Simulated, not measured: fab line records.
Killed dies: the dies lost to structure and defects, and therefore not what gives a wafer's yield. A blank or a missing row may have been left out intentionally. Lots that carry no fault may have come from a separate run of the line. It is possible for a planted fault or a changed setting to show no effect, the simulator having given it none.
fab line records + flow nandHarc
[record]
- lots = 12
- wafers = 36
- lastDay = 35
route steps=1302 shown A_SGD_CUT@890 A_BONDPAD@1223 HYBRID_BOND@1237 END@1302
lots that met no fault: taken from a fault-free run of the same line
startH: the number of hours between the record's first day and the start of the first shown wafer of the lot + waitH: how many hours have passed since the lot's step before this one + " unchanged from the row above + L1.1+2: one row covering several wafers at once + - either no value or no given start + * or withheld: withheld + < > ~ a bound
route shown NAME@n: NAME is a module with steps in the file, n the number in the route of the first one + usual: mean and standard deviation over wafers with no fault + same: alike in all rows + chamber/n: place in a boat + sites: each site's reading + _std_site: standard deviation across them + _edge_site: outer sites' mean less inner sites' + radiusMm: for every site, how far away it sits from the centre of the wafer + mask NAME#n: copy n + behind: tool/chamber where the wafer was last shaped + hold: cause of the lot's hold/its duration in hours/its outcome + device: names the non-switching transistor (n, p or np) + end of line: the route-end tests of the same wafers + a step without rows: its recipe alone + killed: dies lost to structure and defects at the first sort, not the wafer's yield + map: a wafer's dies, marking killed ones x, the rest . and places with no die _
set.NAME: setting as actually run; set.NAME@STEP: the setting as run at that earlier step + model.NAME: the simulator's own value behind a step, which no gauge read
route steps across a sampled set of lots; one table per step, one row per wafer
services: a tool's chamber out of use, with start hour (startH, from the record's first day; less than 0 if before it), hours out, and reason
[[steps]]
[step NHARC_A_SGD_CUT_DEP_00]
[recipe]
- targetThkA = 500
- tempC = 400
- targetThkNm = 50
- flowSccm = 200
- rfW = 450
- material = SiNx
[usual]
- heaterPowerW = 731/99
- susceptorTempC = 400.05/0.24
| lot.wafer | tool     | chamber | startH | waitH | heaterPowerW | susceptorTempC |
|-----------|----------|---------|--------|-------|--------------|----------------|
| L769.1    | pecvd-02 | 1       | 453.34 | 0.1   | 685          | 400.00         |
| L769.3    | "        | 0       | "      | "     | 734          | 400.03         |
| L769.4    | "        | 0       | "      | "     | 754          | 400.02         |
| L770.2    | pecvd-01 | 2       | 454.02 | 0.1   | 574          | 399.41         |
| L770.4    | "        | 0       | "      | "     | 839          | 399.99         |
| L770.5    | "        | 1       | "      | "     | 579          | 400.31         |
| L768.2    | pecvd-01 | 2       | 454.16 | 0.1   | 638          | 400.13         |
| L768.3    | "        | 0       | "      | "     | 870          | 399.82         |
| L768.5    | "        | 2       | "      | "     | 638          | 399.95         |
| L771.1    | pecvd-01 | 1       | 474.02 | 0.1   | 659          | 400.23         |
| L771.5    | "        | 0       | "      | "     | 811          | 399.64         |
| L771.6    | "        | 1       | "      | "     | 682          | 400.24         |
| L776.3    | pecvd-04 | 0       | 532.80 | 0.1   | 890          | 400.13         |
| L776.2    | "        | 1       | "      | "     | 627          | 400.13         |
| L776.6    | "        | 1       | "      | "     | 606          | 399.94         |
| L779.3    | pecvd-01 | 2       | 574.15 | 0.2   | 667          | 400.67         |
| L779.4    | "        | 0       | "      | "     | 849          | 399.91         |
| L779.6    | "        | 0       | "      | "     | 866          | 400.08         |
| L783.5    | pecvd-01 | 2       | 584.95 | 0.2   | 610          | 400.01         |
| L783.6    | "        | 0       | "      | "     | 863          | 400.02         |
| L783.4    | "        | 1       | "      | "     | 579          | 399.98         |
| L785.1    | pecvd-04 | 1       | 590.11 | 0.1   | 625          | 400.13         |
| L785.5    | "        | 1       | "      | "     | 643          | 400.62         |
| L785.6    | "        | 2       | "      | "     | 810          | 399.90         |
| L786.1    | pecvd-04 | 2       | 618.02 | 0.1   | 786          | 399.88         |
| L786.6    | "        | 0       | "      | "     | 836          | 400.41         |
| L786.5    | "        | 2       | "      | "     | 792          | 399.81         |
| L789.1    | pecvd-02 | 2       | 662.20 | 0.1   | 656          | 400.08         |
| L789.3    | "        | 1       | "      | "     | 768          | 400.03         |
| L789.5    | "        | 0       | "      | "     | 638          | 400.29         |
| L790.3    | pecvd-01 | 2       | 665.96 | 0.1   | 541          | 400.40         |
| L790.6    | "        | 1       | "      | "     | 690          | 400.09         |
| L790.5    | "        | 2       | "      | "     | 552          | 399.95         |
| L791.2    | pecvd-01 | 0       | 706.34 | 0.1   | 851          | 399.87         |
| L791.3    | "        | 1       | "      | "     | 704          | 400.26         |
| L791.6    | "        | 2       | "      | "     | 576          | 399.92         |
[step NHARC_A_BONDPAD_ETCH_24]
[recipe]
- targetDepthA = 300
- overEtchFrac = 0.3
- timeS = 72.99
- ionEnergyEv = 150
- cf4FlowSccm = 50
- n2FlowSccm = 100
- arFlowSccm = 150
- rfW = 300
- biasW = 100
- chemistry = CF4/N2
[usual]
- cf4FlowSccm = 50.01/0.14
- drypumpMotorCurrentA = 5.7/0.42
- mfcArSccm = 150.0/0.43
- oesProductAu = 0.994/0.0087
- rfVppV = 314.2/2
- showerheadPlenumPTorr = 2.63/0.11
- throttleValvePct = 19.793/0.008
| lot.wafer | tool       | chamber | startH | waitH | cf4FlowSccm | drypumpMotorCurrentA | mfcArSccm | oesProductAu | rfHoursCounterH | rfVppV | showerheadPlenumPTorr | throttleValvePct |
|-----------|------------|---------|--------|-------|-------------|----------------------|-----------|--------------|-----------------|--------|-----------------------|------------------|
| L769.4    | rieDiel-04 | 2       | -      | -     | 49.99       | 5.2                  | 150.1     | 1.000        | 0               | 312.1  | 2.51                  | 19.791           |
| L769.1    | "          | 3       | "      | "     | 50.13       | 6.2                  | 149.9     | 0.986        | 0               | 315.2  | 2.67                  | 19.782           |
| L769.3    | "          | 1       | "      | "     | 49.99       | 5.6                  | 149.8     | 0.982        | 0               | 315.2  | 2.68                  | 19.790           |
| L768.3    | rieDiel-04 | 0       | -      | -     | 50.02       | 6.4                  | 149.4     | 1.004        | 1               | 315.4  | 2.77                  | 19.780           |
| L768.2    | "          | 1       | "      | "     | 49.92       | 5.6                  | 149.5     | 0.986        | 1               | 314.1  | 2.67                  | 19.796           |
| L768.5    | "          | 1       | "      | "     | 50.04       | 5.6                  | 149.3     | 0.985        | -               | 313.8  | 2.68                  | 19.803           |
| L770.4    | rieDiel-04 | 3       | -      | -     | 49.63       | 6.2                  | 150.5     | 0.987        | 1               | 315.7  | 2.67                  | 19.793           |
| L770.2    | "          | 0       | "      | "     | 50.09       | 6.3                  | 150.1     | 1.011        | 1               | 318.0  | 2.77                  | 19.784           |
| L770.5    | "          | 3       | "      | "     | 49.83       | 6.2                  | 149.6     | 0.984        | -               | 316.4  | 2.67                  | 19.814           |
| L771.1    | rieDiel-04 | 2       | -      | -     | 50.00       | 5.2                  | 150.0     | 1.012        | 2               | 312.1  | 2.51                  | 19.796           |
| L771.6    | "          | 2       | "      | "     | 49.97       | 5.2                  | 150.7     | 1.003        | -               | 311.6  | 2.51                  | 19.801           |
| L771.5    | "          | 3       | "      | "     | 50.16       | 6.2                  | 149.1     | 0.993        | -               | 316.0  | 2.67                  | 19.785           |
| L776.2    | rieDiel-04 | 1       | -      | -     | 49.90       | 5.6                  | 150.1     | 0.997        | 13              | 314.1  | 2.67                  | 19.791           |
| L776.3    | "          | 2       | "      | "     | 50.15       | 5.2                  | 149.5     | 0.998        | 13              | 312.1  | 2.50                  | 19.796           |
| L776.6    | "          | 0       | "      | "     | 49.91       | 6.3                  | 150.2     | 1.005        | -               | 317.7  | 2.76                  | 19.808           |
| L779.4    | rieDiel-07 | 1       | -      | -     | 50.12       | 5.5                  | 149.8     | 0.990        | 1               | 311.9  | 2.49                  | 19.779           |
| L779.3    | "          | 3       | "      | "     | 50.07       | 5.7                  | 149.7     | 0.994        | 1               | 315.3  | 2.68                  | 19.801           |
| L779.6    | "          | 2       | "      | "     | 49.91       | 5.2                  | 149.8     | 0.988        | -               | 316.5  | 2.80                  | 19.796           |
| L783.4    | rieDiel-07 | 2       | -      | -     | 50.14       | 5.2                  | 149.3     | 0.989        | 2               | 316.3  | 2.80                  | 19.789           |
| L783.5    | "          | 0       | "      | "     | 50.11       | 5.5                  | 150.9     | 1.006        | -               | 312.3  | 2.51                  | 19.791           |
| L783.6    | "          | 1       | "      | "     | 50.07       | 5.5                  | 150.4     | 0.991        | -               | 312.1  | 2.49                  | 19.797           |
| L785.1    | rieDiel-07 | 1       | -      | -     | 50.13       | 5.5                  | 150.0     | 0.990        | 2               | 311.6  | 2.49                  | 19.792           |
| L785.5    | "          | 1       | "      | "     | 50.02       | 5.5                  | 150.3     | 0.993        | -               | 311.1  | 2.49                  | 19.802           |
| L785.6    | "          | 2       | "      | "     | 49.96       | 5.2                  | 149.8     | 0.989        | -               | 317.7  | 2.80                  | 19.809           |
| L786.1    | rieDiel-04 | 1       | -      | -     | 50.14       | 5.6                  | 150.0     | 1.000        | 0               | 315.1  | 2.66                  | 19.777           |
| L786.6    | "          | 2       | "      | "     | 50.12       | 5.2                  | 150.2     | 0.989        | -               | 311.8  | 2.50                  | 19.789           |
| L786.5    | "          | 3       | "      | "     | 50.16       | 6.2                  | 150.2     | 0.993        | -               | 315.9  | 2.66                  | 19.817           |
| L789.3    | rieDiel-07 | 3       | -      | -     | 50.16       | 5.7                  | 149.4     | 0.992        | 4               | 314.2  | 2.68                  | 19.788           |
| L789.1    | "          | 1       | "      | "     | 50.14       | 5.5                  | 149.9     | 1.002        | 3               | 311.1  | 2.49                  | 19.785           |
| L789.5    | "          | 3       | "      | "     | 50.05       | 5.7                  | 150.7     | 1.006        | -               | 316.1  | 2.68                  | 19.805           |
| L790.3    | rieDiel-04 | 3       | -      | -     | 50.01       | 6.2                  | 149.8     | 0.993        | 7               | 316.0  | 2.65                  | 19.796           |
| L790.6    | "          | 0       | "      | "     | 50.00       | 6.3                  | 150.4     | 0.980        | -               | 317.2  | 2.75                  | 19.800           |
| L790.5    | "          | 1       | "      | "     | 50.32       | 5.6                  | 151.0     | 0.994        | -               | 313.0  | 2.66                  | 19.794           |
| L791.2    | rieDiel-07 | 3       | -      | -     | 50.10       | 5.7                  | 150.0     | 0.992        | 4               | 315.6  | 2.68                  | 19.801           |
| L791.3    | "          | 0       | "      | "     | 49.78       | 5.5                  | 150.8     | 0.985        | 3               | 313.1  | 2.51                  | 19.793           |
| L791.6    | "          | 3       | "      | "     | 49.90       | 5.7                  | 150.5     | 1.005        | -               | 315.3  | 2.68                  | 19.790           |
[step NHARC_A_BONDPAD_CMP_19]
[recipe]
- tOverpolishS = 30
- cuRecessTouchS = 16
- targetThkNm = 169.82
[usual]
- motorCurrentA = 11.7/1.4
- overpolishRunS = 30.001/0.0083
[same]
- tOverpolishS = 30
| lot.wafer | tool   | chamber | startH | waitH | motorCurrentA | overpolishRunS |
|-----------|--------|---------|--------|-------|---------------|----------------|
| L769.4    | cmp-03 | 2       | 544.08 | -     | 11.7          | 29.998         |
| L769.3    | "      | 3       | "      | "     | 9.6           | 29.991         |
| L769.1    | "      | 1       | "      | "     | 12.7          | 30.017         |
| L768.3    | cmp-04 | 2       | 546.33 | -     | 11.7          | 29.998         |
| L768.2    | "      | 1       | "      | "     | 11.1          | 30.003         |
| L768.5    | "      | 3       | "      | "     | 13.2          | 29.987         |
| L770.2    | cmp-03 | 1       | 554.78 | -     | 13.4          | 30.004         |
| L770.4    | "      | 0       | "      | "     | 11.5          | 30.002         |
| L770.5    | "      | 1       | "      | "     | 12.4          | 30.004         |
| L771.1    | cmp-03 | 3       | 573.07 | -     | 9.4           | 30.007         |
| L771.5    | "      | 3       | "      | "     | 9.2           | 30.002         |
| L771.6    | "      | 0       | "      | "     | 11.5          | 30.006         |
| L776.2    | cmp-04 | 0       | 633.25 | -     | 11.5          | 30.001         |
| L776.3    | "      | 1       | "      | "     | 10.9          | 30.006         |
| L776.6    | "      | 1       | "      | "     | 11.4          | 30.004         |
| L779.4    | cmp-01 | 3       | 680.51 | -     | 13.9          | 30.017         |
| L779.3    | "      | 2       | "      | "     | 14.8          | 30.009         |
| L779.6    | "      | 0       | "      | "     | 11.8          | 30.021         |
| L783.4    | cmp-03 | 3       | 701.32 | -     | 9.2           | 30.003         |
| L783.6    | "      | 1       | "      | "     | 12.5          | 29.992         |
| L783.5    | "      | 2       | "      | "     | 11.5          | 30.003         |
| L785.1    | cmp-03 | 1       | 706.26 | -     | 12.9          | 30.004         |
| L785.5    | "      | 0       | "      | "     | 11.5          | 29.993         |
| L785.6    | "      | 1       | "      | "     | 12.7          | 29.993         |
| L786.1    | cmp-04 | 2       | 723.99 | -     | 11.6          | 29.996         |
| L786.6    | "      | 3       | "      | "     | 13.8          | 29.985         |
| L786.5    | "      | 0       | "      | "     | 10.9          | 30.003         |
| L789.1    | cmp-04 | 1       | 762.06 | -     | 11.6          | 30.005         |
| L789.3    | "      | 2       | "      | "     | 12.2          | 29.998         |
| L789.5    | "      | 3       | "      | "     | 13.8          | 29.998         |
| L790.3    | cmp-03 | 1       | 764.20 | -     | 12.3          | 29.992         |
| L790.6    | "      | 2       | "      | "     | 11.6          | 30.005         |
| L790.5    | "      | 3       | "      | "     | 10.1          | 30.002         |
| L791.3    | cmp-03 | 3       | 800.25 | -     | 9.6           | 30.009         |
| L791.2    | "      | 0       | "      | "     | 12.1          | 29.998         |
| L791.6    | "      | 3       | "      | "     | 9.0           | 29.988         |
[step NHARC_HYBRID_BOND_ACTIVATE_00]
[recipe]
- timeS = 60
- n2FlowSccm = 200
- arFlowSccm = 0
- biasPowerW = 0
- chemistry = N2
[usual]
- drypumpMotorCurrentA = 5.7/0.39
- mfcArSccm = 0.011/0.012
- oesProductAu = 1.000/0.009
- rfVppV = 63.9/0.93
- showerheadPlenumPTorr = 1.73/0.066
| lot.wafer | tool       | chamber | startH | waitH | drypumpMotorCurrentA | mfcArSccm | oesProductAu | rfHoursCounterH | rfVppV | showerheadPlenumPTorr |
|-----------|------------|---------|--------|-------|----------------------|-----------|--------------|-----------------|--------|-----------------------|
| L769.4    | rieDiel-12 | 2       | 544.70 | 0.1   | 5.3                  | 0.017     | 0.998        | 9               | 65.2   | 1.82                  |
| L769.3    | "          | 3       | "      | "     | 5.9                  | 0         | 0.990        | 8               | 63.2   | 1.66                  |
| L769.1    | "          | 0       | "      | "     | 6.3                  | 0.033     | 1.005        | 8               | 65.4   | 1.72                  |
| L768.3    | rieDiel-12 | 1       | 546.91 | 0.1   | 5.7                  | 0         | 1.006        | 9               | 62.5   | 1.73                  |
| L768.2    | "          | 0       | "      | "     | 6.3                  | 0.033     | 1.011        | 8               | 63.3   | 1.72                  |
| L768.5    | "          | 1       | "      | "     | 5.7                  | 0         | 1.009        | -               | 64.1   | 1.73                  |
| L770.4    | rieDiel-10 | 0       | 555.39 | 0.1   | 5.4                  | 0         | 1.028        | 37              | 64.1   | 1.70                  |
| L770.2    | "          | 3       | "      | "     | 5.4                  | 0.022     | 1.012        | 41              | 65.6   | 1.86                  |
| L770.5    | "          | 1       | "      | "     | 5.8                  | 0.019     | 1.002        | -               | 63.4   | 1.64                  |
| L771.1    | rieDiel-12 | 3       | 573.67 | 0.1   | 5.9                  | 0         | 0.991        | 11              | 62.8   | 1.66                  |
| L771.5    | "          | 3       | "      | "     | 5.9                  | 0         | 0.985        | -               | 63.1   | 1.66                  |
| L771.6    | "          | 1       | "      | "     | 5.7                  | 0         | 1.002        | -               | 64.2   | 1.73                  |
| L776.3    | rieDiel-12 | 1       | 633.87 | 0.1   | 5.7                  | 0         | 0.999        | 0               | 63.4   | 1.73                  |
| L776.2    | "          | 2       | "      | "     | 5.3                  | 0.017     | 0.986        | 0               | 66.1   | 1.82                  |
| L776.6    | "          | 0       | "      | "     | 6.3                  | 0.033     | 0.992        | -               | 63.5   | 1.72                  |
| L779.4    | rieDiel-06 | 1       | 681.14 | 0.1   | 6.1                  | 0.009     | 0.990        | 1               | 63.1   | 1.76                  |
| L779.3    | "          | 3       | "      | "     | 5.4                  | 0         | 0.993        | 1               | 63.4   | 1.71                  |
| L779.6    | "          | 1       | "      | "     | 6.1                  | 0.009     | 1.001        | -               | 63.6   | 1.76                  |
| L783.4    | rieDiel-12 | 3       | 701.90 | 0.1   | 5.9                  | 0         | 1.017        | 5               | 65.7   | 1.66                  |
| L783.6    | "          | 2       | "      | "     | 5.3                  | 0.017     | 0.990        | -               | 64.8   | 1.82                  |
| L783.5    | "          | 3       | "      | "     | 5.9                  | 0         | 1.005        | -               | 62.5   | 1.66                  |
| L785.1    | rieDiel-12 | 1       | 706.84 | 0.1   | 5.7                  | 0         | 1.000        | 6               | 62.9   | 1.73                  |
| L785.5    | "          | 1       | "      | "     | 5.7                  | 0         | 0.998        | -               | 65.3   | 1.72                  |
| L785.6    | "          | 2       | "      | "     | 5.3                  | 0.017     | 0.980        | -               | 64.6   | 1.82                  |
| L786.1    | rieDiel-12 | 2       | 724.49 | 0.1   | 5.3                  | 0.017     | 1.002        | 8               | 65.1   | 1.82                  |
| L786.5    | "          | 2       | "      | "     | 5.3                  | 0.017     | 0.995        | -               | 64.8   | 1.82                  |
| L786.6    | "          | 3       | "      | "     | 5.9                  | 0         | 0.998        | -               | 63.3   | 1.66                  |
| L789.1    | rieDiel-12 | 2       | 762.63 | 0.1   | 5.3                  | 0.017     | 0.976        | 12              | 66.4   | 1.82                  |
| L789.3    | "          | 0       | "      | "     | 6.3                  | 0.033     | 1.003        | 10              | 63.7   | 1.72                  |
| L789.5    | "          | 1       | "      | "     | 5.7                  | 0         | 0.992        | -               | 64.0   | 1.72                  |
| L790.3    | rieDiel-12 | 2       | 764.73 | 0.1   | 5.4                  | 0.017     | 0.995        | 12              | 65.1   | 1.82                  |
| L790.5    | "          | 1       | "      | "     | 5.7                  | 0         | 0.989        | -               | 63.2   | 1.72                  |
| L790.6    | "          | 2       | "      | "     | 5.3                  | 0.017     | 0.987        | -               | 63.4   | 1.82                  |
| L791.2    | rieDiel-10 | 0       | 800.90 | 0.1   | 5.3                  | 0         | 1.010        | 5               | 63.3   | 1.68                  |
| L791.3    | "          | 1       | "      | "     | 5.8                  | 0.019     | 0.994        | 5               | 65.6   | 1.92                  |
| L791.6    | "          | 3       | "      | "     | 5.3                  | 0.022     | 0.993        | -               | 66.0   | 1.83                  |
[step NHARC_END_SORT_01]
[recipe]
- tempC = 25
[usual]
- killedAtArray = 54/18
- killedAtOther = 0.9/1.2
- killedAtPeriphery = 4.4/2.9
- killedDies = 59/18
- killedOpen = 3.2/1.8
- killedShort = 2.6/1.8
[same]
- grossDies = 677
| lot.wafer | tool      | chamber | startH | waitH | killedAtArray | killedAtOther | killedAtPeriphery | killedDies | killedOpen | killedShort |
|-----------|-----------|---------|--------|-------|---------------|---------------|-------------------|------------|------------|-------------|
| L779.3    | prober-01 | 0       | 714.17 | 3.1   | 49            | 0             | 6                 | 55         | 5          | 2           |
| L779.4    | prober-01 | 0       | 714.98 | 3.4   | 285           | 1             | 4                 | 290        | 1          | 3           |
| L779.6    | prober-01 | 0       | 716.60 | 4.1   | 273           | 0             | 4                 | 277        | 3          | 6           |
| L783.4    | prober-02 | 0       | 738.40 | 3.4   | 53            | 0             | 3                 | 56         | 2          | 1           |
| L783.5    | prober-02 | 0       | 739.20 | 3.7   | 62            | 0             | 4                 | 66         | 2          | 3           |
| L783.6    | prober-02 | 0       | 740.00 | 4.0   | 353           | 0             | 4                 | 357        | 4          | 2           |
// killed by level:class
L779.3 A_CHANNEL_HOLE_D1:chamberFilmFlake=18 A_CHANNEL_HOLE_D2:chamberFilmFlake=18 A_CONTACT:chamberFilmFlake=4 P_STI:chamberFilmFlake=2 A_STAIRCASE:chamberFilmFlake=2 A_SLIT:chamberFilmFlake=2 P_M0:geometricParticle:open=1 P_M1:geometricParticle:open=1
L779.4 A_SGD_CUT:areaDep=236 A_CHANNEL_HOLE_D1:chamberFilmFlake=18 A_CHANNEL_HOLE_D2:chamberFilmFlake=16 A_STAIRCASE:chamberFilmFlake=6 A_CHANNEL_FILL_D1:chamberFilmFlake=3 A_SLIT:chamberFilmFlake=2 P_STI:geometricParticle:open=1 A_SGD_CUT:geometricParticle:short=1
L779.6 A_SGD_CUT:areaDep=211 A_CHANNEL_HOLE_D2:chamberFilmFlake=22 A_CHANNEL_HOLE_D1:chamberFilmFlake=18 A_SLIT:chamberFilmFlake=5 A_STAIRCASE:chamberFilmFlake=4 A_CONTACT:chamberFilmFlake=3 A_CHANNEL_FILL_D2:geometricParticle:short=2 A_CHANNEL_FILL_D2:geometricParticle:open=2
L783.4 A_CHANNEL_HOLE_D2:chamberFilmFlake=18 A_CHANNEL_HOLE_D1:chamberFilmFlake=18 A_CONTACT:chamberFilmFlake=5 A_SLIT:chamberFilmFlake=3 A_DECK1_JOINT:chamberFilmFlake=2 A_STAIRCASE:chamberFilmFlake=2 A_DECK1_JOINT:geometricParticle:open=1 A_CHANNEL_FILL_D2:geometricParticle:short=1
L783.5 A_CHANNEL_HOLE_D2:chamberFilmFlake=20 A_CHANNEL_HOLE_D1:chamberFilmFlake=18 A_SLIT:chamberFilmFlake=8 A_CONTACT:chamberFilmFlake=5 A_SGD_CUT:geometricParticle:short=3 A_CHANNEL_FILL_D1:chamberFilmFlake=3 P_GATE:chamberFilmFlake=2 A_DECK1_JOINT:chamberFilmFlake=2
L783.6 A_SGD_CUT:areaDep=285 A_CHANNEL_HOLE_D2:chamberFilmFlake=29 A_CHANNEL_HOLE_D1:chamberFilmFlake=26 P_GATE:chamberFilmFlake=3 A_SLIT:chamberFilmFlake=3 A_CHANNEL_FILL_D1:chamberFilmFlake=2 P_CONTACT:geometricParticle:open=1 A_CHANNEL_FILL_D1:geometricParticle:open=1
[[services]]
| tool       | chamber | startH | hours | kind   |
|------------|---------|--------|-------|--------|
| rieDiel-12 | -       | 446.03 | 9.0   | pm     |
| rieDiel-04 | 2       | 451.21 | 9.3   | repair |
| cmp-03     | -       | 459.06 | 4.0   | pm     |
| rieDiel-07 | -       | 471.20 | 9.0   | pm     |
| pecvd-01   | -       | 492.46 | 13.0  | pm     |
| rieDiel-04 | 2       | 506.30 | 5.7   | repair |
| pecvd-01   | 1       | 526.01 | 49.0  | repair |
| rieDiel-04 | -       | 532.13 | 9.0   | pm     |
| cmp-03     | -       | 557.06 | 4.0   | pm     |
| rieDiel-07 | 0       | 557.99 | 7.8   | repair |
| rieDiel-12 | 0       | 559.28 | 11.6  | repair |
| rieDiel-12 | 2       | 570.09 | 10.9  | repair |
| cmp-03     | -       | 578.51 | 1.5   | repair |
| cmp-03     | -       | 616.44 | 3.9   | repair |
| rieDiel-07 | 1       | 618.78 | 10.1  | repair |
| rieDiel-12 | -       | 623.15 | 9.0   | pm     |
| cmp-03     | -       | 623.34 | 1.2   | repair |
| cmp-03     | -       | 655.06 | 4.0   | pm     |
| rieDiel-04 | 1       | 663.57 | 4.8   | repair |
| pecvd-01   | -       | 673.46 | 13.0  | pm     |
| rieDiel-04 | -       | 709.13 | 9.0   | pm     |
| cmp-03     | -       | 753.06 | 4.0   | pm     |
| cmp-03     | -       | 774.65 | 2.1   | repair |
| rieDiel-12 | -       | 800.15 | 9.0   | pm     |
[[key]]
[firstSign]
- step = NHARC_END_SORT_01
- reading = killedAtArray
- direction = up
- sigmas = 14
- usual = 54
- struck = 304
[effect]
- step = NHARC_END_SORT_01
- reading = killedDies
- direction = up
- sigmas = 14
- usual = 59
- struck = 308
[moreKillsBornAt]
- NHARC_A_SGD_CUT_DEP_00@pecvd-01 = 732
metAt NHARC_A_SGD_CUT_DEP_00
struckLots L779,L783
struckWafers L779.4,L779.6,L783.6
testerLeftOut L779,L783
notActingAt NHARC_A_BONDPAD_ETCH_24,NHARC_A_BONDPAD_CMP_19,NHARC_HYBRID_BOND_ACTIVATE_00
onsetBetween 474.02 574.15
[fault]
- kind = processParameterDrift
- tool = pecvd-01
- chamber = 0
- onsetH = 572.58
- steps = NHARC_A_SGD_CUT_DEP_00
- channel = targetThkA
- offset = *
- shape = step
- endH = 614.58
- actsIn = *
- stated = *
// testerLeftOut: of these lots the tester's yield and bins aren't shown, on N5 and GAA mostly nor the transistor test; their killed dies are dies lost to structure and defects alone, not to doping, threshold or leakage, so they don't give the yield
